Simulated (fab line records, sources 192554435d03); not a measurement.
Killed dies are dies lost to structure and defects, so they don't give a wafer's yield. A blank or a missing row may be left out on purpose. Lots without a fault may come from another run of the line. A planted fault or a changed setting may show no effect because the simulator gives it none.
fab line records | flow n5_finfet
record lots=12 wafers=36 last_day=17
route steps=1938 shown BEOL_M7@1324 PASS1_DEP@1831 MIM_BOT@1832 PAD_METAL@1896 PASSIVATION@1936
lots that met no fault: from a run of the same line without faults
start_h: hours from the record's first day to the start of the lot's first wafer shown | wait_h: hours since the lot's step before | " the same as in the row above | L1.1+2: a row that stands for several wafers | - no value, or no start given | * or withheld: withheld | < > ~ a bound
route shown NAME@n: a module of which the file shows steps, and the number in the route of the first | usual: mean/standard deviation of fault-free wafers | same: alike in all rows | chamber/n: place in a boat | sites: the reading at each site | _std_site: their standard deviation | _edge_site: outer sites' mean less inner sites' | radius_mm: how far each site lies from the wafer's centre | mask NAME#n: copy n | behind: the tool/chamber that last shaped the wafer | hold: why the lot was held/for how many hours/how that ended | device: the transistor (n, p or np) that didn't switch | end of line: the same wafers' tests at the end of the route | a step without rows: its recipe alone | killed: dies lost to structure and defects at the first sort, not the wafer's yield | map: a wafer's dies, x killed, . not, _ none there
set.NAME: the setting as run; set.NAME@STEP: as run at that earlier step | model.NAME: the simulator's own value behind a step, which no gauge read
steps of the route over a sample of lots; a table a step, a row a wafer
services: from which hour (start_h, from the record's first day; less than 0 if before it) a tool's chamber was out of use, for how many hours, and why
## steps
# step N5_BEOL_M7_ECD_50
# recipe material=Cu target_thk_a=3000
# columns lot.wafer tool chamber start_h wait_h
L556.1+3+5 ecd_cu-02 1,0,1 197.73 0.1
L559.1+4+6 ecd_cu-02 1,1,0 211.35 0.1
L558.1+4+6 ecd_cu-01 0,0,1 212.37 0.1
L557.2+4+6 ecd_cu-02 1,0,0 223.31 0.1
L560.2+4+6 ecd_cu-02 1,1,0 229.50 0.1
L562.1+3+5 ecd_cu-02 1,1,0 252.15 0.1
L561.2+3+5 ecd_cu-02 1,0,1 254.05 0.1
L563.1+2+6 ecd_cu-01 1,0,0 259.13 0.1
L567.2+5+6 ecd_cu-02 0,1,0 281.27 0.1
L572.3+4+6 ecd_cu-01 0,1,1 301.41 0.1
L575.2+3+4 ecd_cu-01 0,1,0 325.86 0.1
L577.2+5+6 ecd_cu-01 1,0,1 349.73 0.1
# step N5_PASSIVATION_PECVD_00
# recipe material=SiO2 target_thk_a=2000 temp_c=400 precursor=SiH4/N2O pressure_torr=2.7 rf_w=608 time_s=11.2
# usual heater_power_w=630/52 showerhead_plenum_p_Torr=8.17/0.081 throttle_valve_pct=50.5/2.4
# columns lot.wafer tool chamber start_h wait_h heater_power_w showerhead_plenum_p_Torr throttle_valve_pct
L556.1 pecvd-01 0 254.56 0.8 763 8.27 52.4
L556.3 " 1 " " 610 8.14 56.0
L556.5 " 0 " " 777 8.27 52.3
L559.1 pecvd-02 2 277.84 0.8 593 8.16 47.9
L559.4 " 2 " " 615 8.18 47.9
L559.6 " 0 " " 668 8.09 50.6
L558.1 pecvd-02 0 278.52 0.8 636 8.13 50.1
L558.4 " 0 " " 632 8.09 50.3
L558.6 " 1 " " 696 8.06 49.6
L557.2 pecvd-01 0 283.95 0.7 688 8.29 52.4
L557.4 " 1 " " 628 8.13 56.0
L557.6 " 0 " " 693 8.24 52.3
L560.2 pecvd-02 2 295.40 0.7 650 8.19 47.8
L560.4 " 0 " " 688 8.12 50.4
L560.6 " 2 " " 673 8.19 47.7
L562.1 pecvd-01 1 310.97 0.8 588 8.13 56.4
L562.3 " 0 " " 678 8.25 52.6
L562.5 " 0 " " 683 8.25 52.5
L561.2 pecvd-02 1 318.19 0.7 636 8.05 49.3
L561.3 " 2 " " 668 8.19 47.6
L561.5 " 1 " " 640 8.05 49.4
L563.1 pecvd-03 2 318.75 0.8 573 8.25 48.3
L563.2 " 1 " " 611 8.28 49.4
L563.6 " 2 " " 593 8.25 48.4
L567.2 pecvd-03 1 353.17 0.7 581 8.30 49.3
L567.5 " 2 " " 626 8.25 48.7
L567.6 " 1 " " 578 8.29 49.3
L572.3 pecvd-01 0 364.05 0.5 760 8.28 52.7
L572.4 " 0 " " 764 8.25 53.0
L572.6 " 2 " " 659 8.21 49.6
L575.2 pecvd-02 0 391.49 0.7 610 8.10 50.4
L575.3 " 0 " " 633 8.11 50.7
L575.4 " 2 " " 640 8.18 48.1
L577.2 pecvd-03 0 404.66 0.7 599 8.11 53.4
L577.5 " 0 " " 615 8.10 53.5
L577.6 " 1 " " 549 8.31 49.5
# step N5_MIM_BOT_DEGAS_01
# recipe ambient=vacuum temp_c=300 time_s=60
# usual heater_power_w=463/49
# columns lot.wafer tool chamber start_h wait_h heater_power_w
L556.1 pvd_sputter-03 - 257.41 2.8 437
L556.3 " - " " 416
L556.5 " - " " 461
L559.1 pvd_sputter-02 - 278.78 0.9 408
L559.4 " - " " 459
L559.6 " - " " 401
L558.1 pvd_sputter-02 - 279.78 1.2 430
L558.4 " - " " 547
L558.6 " - " " 544
L557.2 pvd_sputter-03 - 284.31 0.3 443
L557.4 " - " " 402
L557.6 " - " " 437
L560.2 pvd_sputter-01 - 295.65 0.2 452
L560.4 " - " " 451
L560.6 " - " " 530
L562.1 pvd_sputter-01 - 311.41 0.4 523
L562.3 " - " " 445
L562.5 " - " " 521
L561.2 pvd_sputter-03 - 319.51 1.3 415
L561.3 " - " " 421
L561.5 " - " " 416
L563.1 pvd_sputter-03 - 319.73 1.0 456
L563.2 " - " " 395
L563.6 " - " " 412
L567.2 pvd_sputter-02 - 353.96 0.8 427
L567.5 " - " " 454
L567.6 " - " " 403
L572.3 pvd_sputter-02 - 365.04 1.0 415
L572.4 " - " " 456
L572.6 " - " " 432
L575.2 pvd_sputter-02 - 391.67 0.2 402
L575.3 " - " " 453
L575.4 " - " " 542
L577.2 pvd_sputter-02 - 406.48 1.8 464
L577.5 " - " " 460
L577.6 " - " " 553
# step N5_PASSIVATION_AL_DEP_21
# recipe material=Al target_thk_a=28000 temp_c=400 time_s=170 power_w=30000 chamber_pressure_pa=0.4 gas=Ar
# usual throttle_valve_pct=29.7/1.1
# columns lot.wafer tool chamber start_h wait_h throttle_valve_pct
L556.1 pvd_sputter-03 - 264.60 0.1 29.0
L556.3 " - " " 28.6
L556.5 " - " " 31.0
L559.1 pvd_sputter-01 - 284.56 0.1 30.3
L559.4 " - " " 30.0
L559.6 " - " " 27.2
L558.1 pvd_sputter-03 - 284.65 0.1 28.4
L558.4 " - " " 30.3
L558.6 " - " " 31.0
L557.2 pvd_sputter-02 - 294.27 0.1 29.5
L557.4 " - " " 29.2
L557.6 " - " " 29.2
L560.2 pvd_sputter-02 - 302.52 0.1 29.8
L560.4 " - " " 31.6
L560.6 " - " " 29.4
L562.1 pvd_sputter-03 - 320.27 0.1 28.9
L562.3 " - " " 30.9
L562.5 " - " " 28.4
L561.2 pvd_sputter-02 - 324.94 0.1 29.4
L561.3 " - " " 29.6
L561.5 " - " " 29.2
L563.1 pvd_sputter-02 - 325.36 0.1 29.6
L563.2 " - " " 29.7
L563.6 " - " " 29.1
L567.2 pvd_sputter-02 - 359.52 0.1 29.8
L567.5 " - " " 29.6
L567.6 " - " " 29.7
L572.3 pvd_sputter-03 - 371.30 0.1 30.1
L572.4 " - " " 31.3
L572.6 " - " " 29.1
L575.2 pvd_sputter-01 - 399.53 0.1 26.9
L575.3 " - " " 29.9
L575.4 " - " " 30.4
L577.2 pvd_sputter-03 - 412.04 0.1 31.0
L577.5 " - " " 28.5
L577.6 " - " " 29.1
# step N5_PASSIVATION_PROBE_49
# usual defect_limited_yield=91.4/1.5 killed_at_M0_to_M3=35/12 killed_at_M4_up=13/5.8 killed_at_contacts=12/5.5 killed_at_front_end=36/9.9 killed_at_other=4/3.7 killed_dies=101/18 killed_on_rim=13/4.1 killed_open=66/13 killed_short=33/8 sort_bin_5_function=5.0/1 sort_bin_6_memory=3.2/0.67 sort_n_pass=1079/18 sort_yield_pct=91.4/1.5
# same gross_dies=1180 killed_at_back_side=0 sort_bin_4_leakage[%]=0 sort_bin_8_speed[%]=0
# columns lot.wafer tool chamber start_h wait_h defect_limited_yield[%] killed_at_M0_to_M3 killed_at_M4_up killed_at_contacts killed_at_front_end killed_at_other killed_dies killed_on_rim killed_open killed_short sort_bin_5_function[%] sort_bin_6_memory[%] sort_n_pass sort_yield_pct[%]
L561.2 prober-01 - 330.95 0.1 51.8 34 482 15 28 10 569 75 61 34 30.9 14.2 611 51.8
L561.3 prober-01 - 331.00 0.1 55.9 21 457 16 24 2 520 65 47 24 27.1 15.0 660 55.9
L561.5 prober-01 - 331.10 0.2 52.6 42 476 7 32 2 559 65 52 41 28.6 15.8 621 52.6
L567.2 prober-02 - 365.07 0.1 55.2 17 466 13 28 5 529 68 49 24 27.5 14.5 651 55.2
L567.5 prober-02 - 365.22 0.2 52.8 20 490 14 28 5 557 70 56 26 30.2 14.2 623 52.8
L567.6 prober-02 - 365.27 0.3 54.4 18 478 12 27 3 538 67 44 22 27.6 15.3 642 54.4
L572.3 prober-02 - 377.18 0.1 92.4 37 7 13 21 12 90 10 58 32 4.2 3.2 1090 92.4
# killed by level:class
L561.2 BEOL_M7:unspecified=474 MOL_CONTACT_COAG:geometric_particle:open=11 BEOL_M2:geometric_particle:open=9 FIN_SAQP:geometric_particle:short=7 BEOL_M0_SAQP:geometric_particle:open=7 BEOL_M0_SAQP:geometric_particle:short=7 FIN_SAQP:geometric_particle:open=5 STI_FIN_REVEAL:geometric_particle:open=4
L561.3 BEOL_M7:unspecified=449 MOL_CONTACT_COAG:geometric_particle:open=13 BEOL_M0_SAQP:geometric_particle:short=7 BEOL_M0_SAQP:geometric_particle:open=6 FIN_SAQP:geometric_particle:short=5 DUMMY_GATE:geometric_particle:open=4 BEOL_M3:geometric_particle:open=4 BEOL_M4:geometric_particle:open=3
L561.5 BEOL_M7:unspecified=463 BEOL_M0_SAQP:geometric_particle:short=16 BEOL_M0_SAQP:geometric_particle:open=11 FIN_SAQP:geometric_particle:open=8 BEOL_M4:geometric_particle:open=7 FIN_SAQP:geometric_particle:short=5 BEOL_M3:geometric_particle:open=5 BEOL_M3:geometric_particle:short=5
L567.2 BEOL_M7:unspecified=455 MOL_CONTACT_COAG:geometric_particle:open=11 BEOL_M4:geometric_particle:open=6 BEOL_M0_SAQP:geometric_particle:short=6 FIN_SAQP:geometric_particle:short=5 FIN_SAQP:geometric_particle:open=4 DUMMY_GATE:geometric_particle:open=4 BEOL_M0_SAQP:geometric_particle:open=4
L567.5 BEOL_M7:unspecified=475 MOL_CONTACT_COAG:geometric_particle:open=11 BEOL_M4:geometric_particle:open=10 BEOL_M0_SAQP:geometric_particle:open=7 FIN_SAQP:geometric_particle:short=5 FIN_SAQP:geometric_particle:open=4 GATE_CUT:geometric_particle:short=4 BEOL_M1:geometric_particle:open=4
L567.6 BEOL_M7:unspecified=469 MOL_CONTACT_COAG:geometric_particle:open=8 FIN_SAQP:geometric_particle:open=6 FIN_SAQP:geometric_particle:short=5 BEOL_M0_SAQP:geometric_particle:open=5 BEOL_M4:geometric_particle:open=5 MOL_CONTACT_COAG:geometric_particle:short=4 ILD0:geometric_particle:open=3
L572.3 MOL_CONTACT_COAG:geometric_particle:open=11 BEOL_M0_SAQP:geometric_particle:short=9 FIN_SAQP:geometric_particle:short=5 BEOL_M0_SAQP:geometric_particle:open=5 BEOL_M0:geometric_particle:open=5 BEOL_M1:geometric_particle:open=5 BEOL_M2:geometric_particle:open=5 FIN_SAQP:geometric_particle:open=4
## services
# columns tool chamber start_h hours kind
pecvd-03 0 179.48 4.6 scheduled_down
pecvd-03 - 199.47 0.3 repair
pecvd-01 2 202.38 - clean
pecvd-01 2 202.38 - consumable_replace:showerhead
pecvd-01 2 202.38 29.0 scheduled_down
pecvd-01 2 202.38 29.0 vent_cycle
ecd_cu-01 - 253.14 1.4 repair
pecvd-03 - 270.84 0.9 repair
pecvd-02 1 295.21 5.2 repair
pecvd-01 2 328.77 2.1 scheduled_down
pecvd-01 1 338.48 5.5 scheduled_down
pecvd-02 2 342.80 2.1 scheduled_down
pecvd-01 1 365.72 2.1 scheduled_down
ecd_cu-02 - 374.55 2.8 repair
pecvd-02 1 377.29 5.5 scheduled_down
pecvd-01 0 380.40 5.5 scheduled_down
ecd_cu-02 - 382.01 0.4 repair
pecvd-02 1 383.66 - clean
pecvd-02 1 383.66 - consumable_replace:showerhead
pecvd-02 1 383.66 29.0 scheduled_down
pecvd-02 1 383.66 29.0 vent_cycle
pecvd-02 - 386.45 0.3 repair
pecvd-03 - 392.12 5.5 pm
pecvd-03 2 400.30 5.6 repair
## key
first_sign step=N5_PASSIVATION_PROBE_49 reading=killed_at_M4_up direction=up sigmas=80 usual=13 struck=475
effect step=N5_PASSIVATION_PROBE_49 reading=defect_limited_yield direction=down sigmas=25 usual=91.4 struck=53.8
more_kills_born_at N5_BEOL_M7_ECD_50@ecd_cu-02=2785
met_at N5_BEOL_M7_ECD_50
struck_lots L561,L567
not_acting_at N5_PASSIVATION_PECVD_00,N5_MIM_BOT_DEGAS_01,N5_PASSIVATION_AL_DEP_21
onset_between 252.15 254.05
fault kind=chamber_particle_source tool=ecd_cu-02 chamber=- onset_h=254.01 steps=N5_BEOL_M7_ECD_50 rate_per_visit_cm2=0.96756
